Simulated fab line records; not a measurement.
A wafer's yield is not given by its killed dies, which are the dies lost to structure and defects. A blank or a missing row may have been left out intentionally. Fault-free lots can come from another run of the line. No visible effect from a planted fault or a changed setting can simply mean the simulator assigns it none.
What tool caused it? :: flow n5_finfet :: Sampling: 6 lots, 17 wafers, 4 of 1938 route steps

== WHAT EACH GAUGE READ, for each wafer ==
N5_BEOL_M12_OVL_MEAS_29.
lot: L967
measured: day 11 13:54
on: overlay-01
M12_OVL (nm): 2 3 6

lot: L970
measured: day 12 18:51
on: overlay-02
M12_OVL (nm): 4 8

lot: L973
measured: day 13 13:22
on: overlay-02
M12_OVL (nm): 6 8 11

lot: L980
measured: day 15 02:47
on: overlay-01
M12_OVL (nm): 9 7 0

lot: L978
measured: day 15 07:19
on: overlay-01
M12_OVL (nm): 4 6 10

lot: L988
measured: day 17 10:31
on: overlay-01
M12_OVL (nm): 5 15 5

== WHAT TOOL EACH LOT RAN ON (gives the tool, then ch and the chambers of the sampled wafers, and finally the start) ==
lot: L967
N5_BEOL_M11_DEGAS_44: pvd_sputter-01, day 11 10:45
N5_BEOL_M11_PRE_CLEAN_45: pvd_sputter-01, day 11 10:47
N5_BEOL_M12_COAT_66: litho_track-03 ch 0, day 11 13:35

lot: L970
N5_BEOL_M11_DEGAS_44: pvd_sputter-02, day 12 15:25
N5_BEOL_M11_PRE_CLEAN_45: pvd_sputter-02, day 12 15:27
N5_BEOL_M12_COAT_66: litho_track-05 ch 0, day 12 18:25

lot: L973
N5_BEOL_M11_DEGAS_44: pvd_sputter-01, day 13 10:00
N5_BEOL_M11_PRE_CLEAN_45: pvd_sputter-01, day 13 10:02
N5_BEOL_M12_COAT_66: litho_track-04 ch 0, day 13 12:56

lot: L980
N5_BEOL_M11_DEGAS_44: pvd_sputter-01, day 14 21:42
N5_BEOL_M11_PRE_CLEAN_45: pvd_sputter-01, day 14 21:44
N5_BEOL_M12_COAT_66: litho_track-04 ch 0, day 15 02:20

lot: L978
N5_BEOL_M11_DEGAS_44: pvd_sputter-02, day 15 02:34
N5_BEOL_M11_PRE_CLEAN_45: pvd_sputter-02, day 15 02:37
N5_BEOL_M12_COAT_66: litho_track-04 ch 0, day 15 06:52

lot: L988
N5_BEOL_M11_DEGAS_44: pvd_sputter-01, day 17 07:19
N5_BEOL_M11_PRE_CLEAN_45: pvd_sputter-01, day 17 07:22
N5_BEOL_M12_COAT_66: litho_track-04 ch 0, day 17 10:05
- N5_BEOL_M11_DEGAS_44: time 60 s.
- N5_BEOL_M11_PRE_CLEAN_45: time 30 s.
- N5_BEOL_M12_COAT_66: time 60 s, resist thk 110 nm.

== THE ANSWER, worked out from the rows above alone ==
Rule: what is usual is taken from the lots themselves. The widest of any qualifying gaps counts: lots, ordered by their means at a reading, are off when they make up no more than a third of the lots, leave a main group of 4 or more, and stand apart from it by 3 or more times the standard deviation of that group's means. Not used: any main group whose means are identical at the precision the tables above print for the reading. A lot without any number at a reading at which 4 lots or more have one is off too. Where the step has rows for the other lots, those lots are counted as sound.
None of the lots is off at any reading shown; this tells nothing.

== WHAT THE SIMULATOR HAD PUT IN ==
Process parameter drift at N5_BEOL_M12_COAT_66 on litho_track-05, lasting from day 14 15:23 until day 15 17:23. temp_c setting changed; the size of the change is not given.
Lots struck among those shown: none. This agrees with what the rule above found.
